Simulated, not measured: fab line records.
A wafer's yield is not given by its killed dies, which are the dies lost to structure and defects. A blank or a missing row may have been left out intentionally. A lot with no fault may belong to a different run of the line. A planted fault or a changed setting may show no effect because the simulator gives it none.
Split-lot experiment / flow n5-finfet / 39 wafers read from 7 lots, route of 1938 steps

THE SPLIT ITSELF
At N5_SDB_CUT_ETCH_26 (etches Si in HBr/Cl2/O2, target depth 129.6 nm, bt time 20 s, time 51.8 s), the setting target-depth-a was moved away from the recipe's 1296 angstrom on 6 of the 39 wafers read, by +17.7% to +42.6%. For the rest of the wafers, this setting stayed at what the recipe calls for.

Reading taken at the split's own step.

THE READING
SiNx_of_SDB_HM_DEP_00.thk-nm (the simulator's own value, which no gauge read), in nm, at N5_SDB_CUT_ETCH_26 (etches Si in HBr/Cl2/O2, target depth 129.6 nm, bt time 20 s, time 51.8 s). The file does not state a usual value for it. Across the 33 wafers here that went through the recipe, the average is 22.1 nm and the standard deviation 0.58 nm.

wafer=L074.1; tool, chamber at the split=rie-si-06, 3; target-depth-a as run, angstrom=1848; against the recipe=+42.6%; SiNx_of_SDB_HM_DEP_00.thk-nm, nm=13.8; against lot-mates on the recipe=-8.1
wafer=L074.2; tool, chamber at the split=rie-si-06, 0; target-depth-a as run, angstrom=1296; against the recipe=recipe; SiNx_of_SDB_HM_DEP_00.thk-nm, nm=21; against lot-mates on the recipe=-
wafer=L074.3; tool, chamber at the split=rie-si-06, 1; target-depth-a as run, angstrom=1848; against the recipe=+42.6%; SiNx_of_SDB_HM_DEP_00.thk-nm, nm=14.8; against lot-mates on the recipe=-7.1
wafer=L074.4; tool, chamber at the split=rie-si-06, 2; target-depth-a as run, angstrom=1848; against the recipe=+42.6%; SiNx_of_SDB_HM_DEP_00.thk-nm, nm=15; against lot-mates on the recipe=-6.9
wafer=L074.5; tool, chamber at the split=rie-si-06, 2; target-depth-a as run, angstrom=1296; against the recipe=recipe; SiNx_of_SDB_HM_DEP_00.thk-nm, nm=22.4; against lot-mates on the recipe=-
wafer=L074.6; tool, chamber at the split=rie-si-06, 3; target-depth-a as run, angstrom=1296; against the recipe=recipe; SiNx_of_SDB_HM_DEP_00.thk-nm, nm=22.2; against lot-mates on the recipe=-
wafer=L077.1; tool, chamber at the split=rie-si-01, 0; target-depth-a as run, angstrom=1296; against the recipe=recipe; SiNx_of_SDB_HM_DEP_00.thk-nm, nm=22; against lot-mates on the recipe=-
wafer=L077.2; tool, chamber at the split=rie-si-01, 3; target-depth-a as run, angstrom=1296; against the recipe=recipe; SiNx_of_SDB_HM_DEP_00.thk-nm, nm=22.2; against lot-mates on the recipe=-
wafer=L077.3; tool, chamber at the split=rie-si-01, 1; target-depth-a as run, angstrom=1296; against the recipe=recipe; SiNx_of_SDB_HM_DEP_00.thk-nm, nm=21; against lot-mates on the recipe=-
wafer=L077.4; tool, chamber at the split=rie-si-01, 2; target-depth-a as run, angstrom=1296; against the recipe=recipe; SiNx_of_SDB_HM_DEP_00.thk-nm, nm=22.6; against lot-mates on the recipe=-
wafer=L077.5; tool, chamber at the split=rie-si-01, 1; target-depth-a as run, angstrom=1296; against the recipe=recipe; SiNx_of_SDB_HM_DEP_00.thk-nm, nm=22.2; against lot-mates on the recipe=-
wafer=L077.6; tool, chamber at the split=rie-si-01, 0; target-depth-a as run, angstrom=1296; against the recipe=recipe; SiNx_of_SDB_HM_DEP_00.thk-nm, nm=22; against lot-mates on the recipe=-
wafer=L080.2; tool, chamber at the split=rie-si-05, 1; target-depth-a as run, angstrom=1296; against the recipe=recipe; SiNx_of_SDB_HM_DEP_00.thk-nm, nm=22.6; against lot-mates on the recipe=-
wafer=L080.3; tool, chamber at the split=rie-si-05, 2; target-depth-a as run, angstrom=1296; against the recipe=recipe; SiNx_of_SDB_HM_DEP_00.thk-nm, nm=21.4; against lot-mates on the recipe=-
wafer=L080.6; tool, chamber at the split=rie-si-05, 2; target-depth-a as run, angstrom=1296; against the recipe=recipe; SiNx_of_SDB_HM_DEP_00.thk-nm, nm=22.8; against lot-mates on the recipe=-
wafer=L082.1; tool, chamber at the split=rie-si-06, 0; target-depth-a as run, angstrom=1296; against the recipe=recipe; SiNx_of_SDB_HM_DEP_00.thk-nm, nm=22.2; against lot-mates on the recipe=-
wafer=L082.2; tool, chamber at the split=rie-si-06, 3; target-depth-a as run, angstrom=1296; against the recipe=recipe; SiNx_of_SDB_HM_DEP_00.thk-nm, nm=21.8; against lot-mates on the recipe=-
wafer=L082.3; tool, chamber at the split=rie-si-06, 2; target-depth-a as run, angstrom=1296; against the recipe=recipe; SiNx_of_SDB_HM_DEP_00.thk-nm, nm=23.4; against lot-mates on the recipe=-
wafer=L082.4; tool, chamber at the split=rie-si-06, 1; target-depth-a as run, angstrom=1296; against the recipe=recipe; SiNx_of_SDB_HM_DEP_00.thk-nm, nm=22.8; against lot-mates on the recipe=-
wafer=L082.5; tool, chamber at the split=rie-si-06, 0; target-depth-a as run, angstrom=1296; against the recipe=recipe; SiNx_of_SDB_HM_DEP_00.thk-nm, nm=22.8; against lot-mates on the recipe=-
wafer=L082.6; tool, chamber at the split=rie-si-06, 1; target-depth-a as run, angstrom=1296; against the recipe=recipe; SiNx_of_SDB_HM_DEP_00.thk-nm, nm=22.8; against lot-mates on the recipe=-
wafer=L088.1; tool, chamber at the split=rie-si-05, 0; target-depth-a as run, angstrom=1296; against the recipe=recipe; SiNx_of_SDB_HM_DEP_00.thk-nm, nm=21.2; against lot-mates on the recipe=-
wafer=L088.2; tool, chamber at the split=rie-si-05, 1; target-depth-a as run, angstrom=1525; against the recipe=+17.7%; SiNx_of_SDB_HM_DEP_00.thk-nm, nm=18.6; against lot-mates on the recipe=-3.1
wafer=L088.3; tool, chamber at the split=rie-si-05, 3; target-depth-a as run, angstrom=1296; against the recipe=recipe; SiNx_of_SDB_HM_DEP_00.thk-nm, nm=21.8; against lot-mates on the recipe=-
wafer=L088.4; tool, chamber at the split=rie-si-05, 3; target-depth-a as run, angstrom=1296; against the recipe=recipe; SiNx_of_SDB_HM_DEP_00.thk-nm, nm=22.2; against lot-mates on the recipe=-
wafer=L088.5; tool, chamber at the split=rie-si-05, 1; target-depth-a as run, angstrom=1525; against the recipe=+17.7%; SiNx_of_SDB_HM_DEP_00.thk-nm, nm=19; against lot-mates on the recipe=-2.7
wafer=L088.6; tool, chamber at the split=rie-si-05, 0; target-depth-a as run, angstrom=1525; against the recipe=+17.7%; SiNx_of_SDB_HM_DEP_00.thk-nm, nm=19.6; against lot-mates on the recipe=-2.1
wafer=L095.1; tool, chamber at the split=rie-si-05, 0; target-depth-a as run, angstrom=1296; against the recipe=recipe; SiNx_of_SDB_HM_DEP_00.thk-nm, nm=21.8; against lot-mates on the recipe=-
wafer=L095.2; tool, chamber at the split=rie-si-05, 2; target-depth-a as run, angstrom=1296; against the recipe=recipe; SiNx_of_SDB_HM_DEP_00.thk-nm, nm=22; against lot-mates on the recipe=-
wafer=L095.3; tool, chamber at the split=rie-si-05, 3; target-depth-a as run, angstrom=1296; against the recipe=recipe; SiNx_of_SDB_HM_DEP_00.thk-nm, nm=22.8; against lot-mates on the recipe=-
wafer=L095.4; tool, chamber at the split=rie-si-05, 1; target-depth-a as run, angstrom=1296; against the recipe=recipe; SiNx_of_SDB_HM_DEP_00.thk-nm, nm=22.2; against lot-mates on the recipe=-
wafer=L095.5; tool, chamber at the split=rie-si-05, 1; target-depth-a as run, angstrom=1296; against the recipe=recipe; SiNx_of_SDB_HM_DEP_00.thk-nm, nm=22; against lot-mates on the recipe=-
wafer=L095.6; tool, chamber at the split=rie-si-05, 0; target-depth-a as run, angstrom=1296; against the recipe=recipe; SiNx_of_SDB_HM_DEP_00.thk-nm, nm=22.8; against lot-mates on the recipe=-
wafer=L096.1; tool, chamber at the split=rie-si-05, 0; target-depth-a as run, angstrom=1296; against the recipe=recipe; SiNx_of_SDB_HM_DEP_00.thk-nm, nm=21.6; against lot-mates on the recipe=-
wafer=L096.2; tool, chamber at the split=rie-si-05, 2; target-depth-a as run, angstrom=1296; against the recipe=recipe; SiNx_of_SDB_HM_DEP_00.thk-nm, nm=21.2; against lot-mates on the recipe=-
wafer=L096.3; tool, chamber at the split=rie-si-05, 1; target-depth-a as run, angstrom=1296; against the recipe=recipe; SiNx_of_SDB_HM_DEP_00.thk-nm, nm=21.4; against lot-mates on the recipe=-
wafer=L096.4; tool, chamber at the split=rie-si-05, 3; target-depth-a as run, angstrom=1296; against the recipe=recipe; SiNx_of_SDB_HM_DEP_00.thk-nm, nm=21.8; against lot-mates on the recipe=-
wafer=L096.5; tool, chamber at the split=rie-si-05, 0; target-depth-a as run, angstrom=1296; against the recipe=recipe; SiNx_of_SDB_HM_DEP_00.thk-nm, nm=22.2; against lot-mates on the recipe=-
wafer=L096.6; tool, chamber at the split=rie-si-05, 1; target-depth-a as run, angstrom=1296; against the recipe=recipe; SiNx_of_SDB_HM_DEP_00.thk-nm, nm=22.6; against lot-mates on the recipe=-

THE FIT
A straight line over all 39 wafers: SiNx_of_SDB_HM_DEP_00.thk-nm changes by -0.177 nm for each +1% of target-depth-a; r = -0.97; the points scatter about the line by 0.58 nm.
The same after taking each lot's own level away (the mean of its wafers on the recipe; 39 wafers): -0.17 nm for each +1%; r = -0.97; scatter 0.51 nm.
Per that fit: largest target-depth-a move, reading shift of 7.2 nm.
The lots' own levels span 21.73 to 22.63 nm, that is 1.5 times the standard deviation above.
The two slopes are in agreement: the lot-to-lot level therefore moves the slope only a little.
Check: -6.86 nm against its lot-mates is what the line predicts for one of the wafers moved furthest among these (+42.6%) when that wafer is left out of the fit. Against them it came out at -8.07 nm.

FURTHER SPLITS ON THESE WAFERS
Note: prior to the reading, these wafers also went through further splits. Each is held against what the fit with the lots' levels taken away leaves over:
other split on the same wafers=N5_ZERO_LAYER_DEVELOP_10 develop-time-s; wafers away from the commonest value=15; r with SiNx_of_SDB_HM_DEP_00.thk-nm (lot level and that fit taken away)=-0.09

THE WHOLE CHAIN: every reading that the file lists as answering this split, in the file's order
step=N5_SDB_CUT_ETCH_26; what it does=etches Si in HBr/Cl2/O2, target depth 129.6 nm, bt time 20 s, time 51.8 s; reading=etch.depth-nm (the simulator's own value, which no gauge read); change (the file's fit)=+1.28 nm for each +1% of the setting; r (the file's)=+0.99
step=N5_SDB_CUT_ETCH_26; what it does=etches Si in HBr/Cl2/O2, target depth 129.6 nm, bt time 20 s, time 51.8 s; reading=SDB.feature-depth-nm (the simulator's own value, which no gauge read); change (the file's fit)=+1.28 nm for each +1% of the setting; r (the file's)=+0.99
step=N5_SDB_CUT_ETCH_26; what it does=etches Si in HBr/Cl2/O2, target depth 129.6 nm, bt time 20 s, time 51.8 s; reading=SiNx_of_SDB_HM_DEP_00.thk-nm (the simulator's own value, which no gauge read); change (the file's fit)=-0.169 nm for each +1% of the setting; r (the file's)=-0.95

FILE'S OWN FIT
SiNx_of_SDB_HM_DEP_00.thk-nm changes by -0.169 nm for each +1% of target-depth-a, r = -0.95.
